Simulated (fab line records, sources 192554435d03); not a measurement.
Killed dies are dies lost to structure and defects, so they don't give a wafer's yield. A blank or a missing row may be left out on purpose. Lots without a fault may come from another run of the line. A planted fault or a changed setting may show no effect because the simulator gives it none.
Tool commonality check | flow n5_finfet | 9 lots, 27 wafers sampled

WHY IT WAS OPENED
At N5_FIN_SAQP_CD_MEAS_16 the reading cd_nm is flagged on 1 of 9 lots. Wafers without a fault read 35.5 nm, standard deviation 0.32.
Rule: a lot is flagged when every wafer of it that has a number lies more than 4 standard deviations from that mean, or none has a number. The other lots count as sound.

lot  | measured    | on        | cd_nm (nm), wafer by wafer | flag
L592 | day 2 17:14 | cd_sem-01 | 36.4 36.1 36.5             |
L594 | day 3 04:06 | cd_sem-03 | 35.5 34.8 35.3             |
L596 | day 3 15:45 | cd_sem-02 | 35.7 35.4 35.3             |
L599 | day 4 10:25 | cd_sem-03 | 36.4 35.6 35.4             |
L600 | day 4 15:44 | cd_sem-01 | 35.6 35.6 35.3             |
L603 | day 5 11:22 | cd_sem-01 | 35.7 35.5 35.6             |
L605 | day 5 21:34 | cd_sem-01 | 27.8 28.9 34.0             | FLAGGED
L610 | day 7 04:14 | cd_sem-03 | 35.6 35.2 35.5             |
L611 | day 7 10:06 | cd_sem-01 | 35.5 35.2 35.5             |
The numbers of the flagged lots are 30.2 nm on average: -5.3 nm against the usual, or -16 standard deviations.

WHICH TOOL RAN EACH LOT
The record holds 2 process steps before the reading, out of a route of 1938 steps. In each cell: the tool, then ch and the chambers that the sampled wafers went through, then the start.
lot  | flag    | N5_PMOS_HMC_CHANNEL_EPI_ETCH_38 | N5_FIN_SAQP_EXPOSE_13
L592 |         | rie_si-03 ch 0,3, day 2 12:37   | arfi_scanner-02 ch 0, day 2 17:07
L594 |         | rie_si-05 ch 1,2,3, day 3 00:22 | arfi_scanner-01 ch 0, day 3 03:58
L596 |         | rie_si-03 ch 0,3, day 3 11:44   | arfi_scanner-02 ch 0, day 3 15:38
L599 |         | rie_si-05 ch 0,1,2, day 4 06:23 | arfi_scanner-01 ch 0, day 4 10:17
L600 |         | rie_si-04 ch 0,1,3, day 4 12:06 | arfi_scanner-01 ch 0, day 4 15:36
L603 |         | rie_si-04 ch 0,2,3, day 5 06:08 | arfi_scanner-02 ch 0, day 5 11:14
L605 | FLAGGED | rie_si-04 ch 0,3, day 5 17:49   | arfi_scanner-01 ch 0, day 5 21:27
L610 |         | rie_si-05 ch 0,1,2, day 7 00:15 | arfi_scanner-03 ch 0, day 7 04:07
L611 |         | rie_si-03 ch 2,3, day 7 06:05   | arfi_scanner-03 ch 0, day 7 09:59
What these steps do:
- N5_PMOS_HMC_CHANNEL_EPI_ETCH_38: etches SiO2 in CF4, target depth 1.5 nm.
- N5_FIN_SAQP_EXPOSE_13: exposes mask FIN CORE, target cd 35.6 nm.
- N5_FIN_SAQP_CD_MEAS_16: target cd 35.6 nm.

FLAGGED OVER TOTAL, TOOL BY TOOL (the gauges that took the reading come last)
step                            | tool            | lots run | flagged | share of the flagged lots | sound lots run after its first flagged lot
N5_PMOS_HMC_CHANNEL_EPI_ETCH_38 | rie_si-03       | 3        | 0       | none                      | -
N5_PMOS_HMC_CHANNEL_EPI_ETCH_38 | rie_si-04       | 3        | 1       | all                       | 0
N5_PMOS_HMC_CHANNEL_EPI_ETCH_38 | rie_si-05       | 3        | 0       | none                      | -
N5_FIN_SAQP_EXPOSE_13           | arfi_scanner-01 | 4        | 1       | all                       | 0
N5_FIN_SAQP_EXPOSE_13           | arfi_scanner-02 | 3        | 0       | none                      | -
N5_FIN_SAQP_EXPOSE_13           | arfi_scanner-03 | 2        | 0       | none                      | -
N5_FIN_SAQP_CD_MEAS_16          | cd_sem-01       | 5        | 1       | all                       | 1 (L611)
N5_FIN_SAQP_CD_MEAS_16          | cd_sem-02       | 1        | 0       | none                      | -
N5_FIN_SAQP_CD_MEAS_16          | cd_sem-03       | 3        | 0       | none                      | -

WHAT THE TABLE ALLOWS
3 rows of the table ran every flagged lot: rie_si-04 at N5_PMOS_HMC_CHANNEL_EPI_ETCH_38, arfi_scanner-01 at N5_FIN_SAQP_EXPOSE_13, cd_sem-01 at N5_FIN_SAQP_CD_MEAS_16.
- rie_si-04 at N5_PMOS_HMC_CHANNEL_EPI_ETCH_38: 1 of its 3 lots flagged. Its last sound lot is L603 (day 5 06:08), its first flagged lot L605 (day 5 17:49): a fault that began between those two fits.
- arfi_scanner-01 at N5_FIN_SAQP_EXPOSE_13: 1 of its 4 lots flagged. Its last sound lot is L600 (day 4 15:36), its first flagged lot L605 (day 5 21:27): a fault that began between those two fits. Its own readings lie more than 4 standard deviations out on every wafer of the flagged lots: exposure_dose_mJ_cm2.
- cd_sem-01 at N5_FIN_SAQP_CD_MEAS_16: 1 of its 5 lots flagged. Sound lots ran on it after the first flagged one (L611), which a lasting fault on the whole tool wouldn't allow.
Counting lots can't tell these 2 tools apart, because each fits a fault that began at some hour. More lots, or a look at what each step does to the wafer, might.

WHAT THE SIMULATOR HAD PUT IN
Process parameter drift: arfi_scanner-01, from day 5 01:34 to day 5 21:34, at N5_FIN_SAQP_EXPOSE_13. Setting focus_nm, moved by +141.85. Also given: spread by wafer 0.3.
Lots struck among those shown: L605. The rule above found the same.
